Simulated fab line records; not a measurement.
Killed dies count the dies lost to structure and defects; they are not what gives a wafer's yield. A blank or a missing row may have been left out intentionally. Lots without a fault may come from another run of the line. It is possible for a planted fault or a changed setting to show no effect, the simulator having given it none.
The tool behind it: which one? || flow n5 finfet || 11 lots, 33 wafers sampled, at 3 steps of a route of 1938

== WHAT THE GAUGES READ, wafer by wafer ==
N5_HKMG_FIN_INSPECT_14: inspects for defects (macro).
{"lot": "L748", "measured": "day 4 07:13", "on": "defect inspect-01", "raw defect count": "3 3 2"}
{"lot": "L749", "measured": "day 4 08:49", "on": "defect inspect-01", "raw defect count": "4 2 2"}
{"lot": "L752", "measured": "day 5 06:59", "on": "defect inspect-01", "raw defect count": "4 3 1"}
{"lot": "L754", "measured": "day 5 14:32", "on": "defect inspect-02", "raw defect count": "1 3 1"}
{"lot": "L755", "measured": "day 6 00:25", "on": "defect inspect-01", "raw defect count": "2 4 2"}
{"lot": "L761", "measured": "day 7 13:54", "on": "defect inspect-01", "raw defect count": "1 1 1"}
{"lot": "L762", "measured": "day 7 17:23", "on": "defect inspect-01", "raw defect count": ">300 >300 >300"}
{"lot": "L763", "measured": "day 7 20:49", "on": "defect inspect-01", "raw defect count": ">300 >300 >300"}
{"lot": "L767", "measured": "day 8 23:14", "on": "defect inspect-02", "raw defect count": "2 2 1"}
{"lot": "L768", "measured": "day 9 04:56", "on": "defect inspect-02", "raw defect count": "4 0 1"}
{"lot": "L769", "measured": "day 9 15:49", "on": "defect inspect-02", "raw defect count": "0 4 2"}

== EACH LOT AND THE TOOL THAT RAN IT (in order: tool; ch and the chambers of the sampled wafers; start) ==
{"lot": "L748", "N5_HKMG_FIN_WET_ETCH_78": "wet bench-04 ch 1,2,3, day 4 05:11", "N5_HKMG_FIN_ALD_36": "ald metal-04 ch 1,2, day 4 06:01"}
{"lot": "L749", "N5_HKMG_FIN_WET_ETCH_78": "wet bench-06 ch 1,4,5, day 4 06:54", "N5_HKMG_FIN_ALD_36": "ald metal-01 ch 0,1, day 4 07:44"}
{"lot": "L752", "N5_HKMG_FIN_WET_ETCH_78": "wet bench-06 ch 1,2,3, day 5 04:58", "N5_HKMG_FIN_ALD_36": "ald metal-04 ch 1,2, day 5 05:54"}
{"lot": "L754", "N5_HKMG_FIN_WET_ETCH_78": "wet bench-06 ch 1,4,7, day 5 12:14", "N5_HKMG_FIN_ALD_36": "ald metal-04 ch 1,2,3, day 5 13:19"}
{"lot": "L755", "N5_HKMG_FIN_WET_ETCH_78": "wet bench-06 ch 0,2,6, day 5 22:30", "N5_HKMG_FIN_ALD_36": "ald metal-04 ch 2,3, day 5 23:20"}
{"lot": "L761", "N5_HKMG_FIN_WET_ETCH_78": "wet bench-03 ch 2,3,4, day 7 11:59", "N5_HKMG_FIN_ALD_36": "ald metal-04 ch 0,1,3, day 7 12:49"}
{"lot": "L762", "N5_HKMG_FIN_WET_ETCH_78": "wet bench-06 ch 0,1,7, day 7 15:04", "N5_HKMG_FIN_ALD_36": "ald metal-02 ch 1,2,3, day 7 15:57"}
{"lot": "L763", "N5_HKMG_FIN_WET_ETCH_78": "wet bench-06 ch 0,1,3, day 7 18:52", "N5_HKMG_FIN_ALD_36": "ald metal-04 ch 1,2,3, day 7 19:44"}
{"lot": "L767", "N5_HKMG_FIN_WET_ETCH_78": "wet bench-03 ch 0,1,2, day 8 21:10", "N5_HKMG_FIN_ALD_36": "ald metal-04 ch 0,1, day 8 22:01"}
{"lot": "L768", "N5_HKMG_FIN_WET_ETCH_78": "wet bench-04 ch 1,2,6, day 9 02:41", "N5_HKMG_FIN_ALD_36": "ald metal-02 ch 0,1,3, day 9 03:44"}
{"lot": "L769", "N5_HKMG_FIN_WET_ETCH_78": "wet bench-04 ch 4,5,6, day 9 13:38", "N5_HKMG_FIN_ALD_36": "ald metal-01 ch 0,1,2, day 9 14:36"}
- N5_HKMG_FIN_WET_ETCH_78: etches Al2O3 in dNH4OH, stops on La2O3, target depth 4.5 nm, rinse time 30 s.
- N5_HKMG_FIN_ALD_36: deposits TiN, target thk 1 nm, pulse time 1 s, purge time 3 s.

== THE ANSWER, worked out from the rows above alone ==
Rule: usual is defined by the lots themselves. The widest of any qualifying gaps counts: lots, ordered by their means at a reading, are off when they make up no more than a third of the lots, leave a main group of 4 or more, and stand apart from it by 3 or more times the standard deviation of that group's means. If all means in a main group match to the digits the tables above print for the reading, that group is not used. Also off: a lot with no number at a reading for which 4 or more lots have one. All remaining lots with rows at the step are treated as sound.
Off, at N5_HKMG_FIN_INSPECT_14 on raw defect count: L762, L763. Without a number there: L762, L763. The main group: mean 2.1, standard deviation 0.58.
A tool fits if, at a process step before that reading, it ran every lot that is off, and no sound lot after the first of them. Those tools and the gauges at N5_HKMG_FIN_INSPECT_14 are tried in the same way. Undecided on this evidence; 2 tools fit (wet bench-06 at N5_HKMG_FIN_WET_ETCH_78, defect inspect-01 at N5_HKMG_FIN_INSPECT_14).

== WHAT THE SIMULATOR HAD INSERTED ==
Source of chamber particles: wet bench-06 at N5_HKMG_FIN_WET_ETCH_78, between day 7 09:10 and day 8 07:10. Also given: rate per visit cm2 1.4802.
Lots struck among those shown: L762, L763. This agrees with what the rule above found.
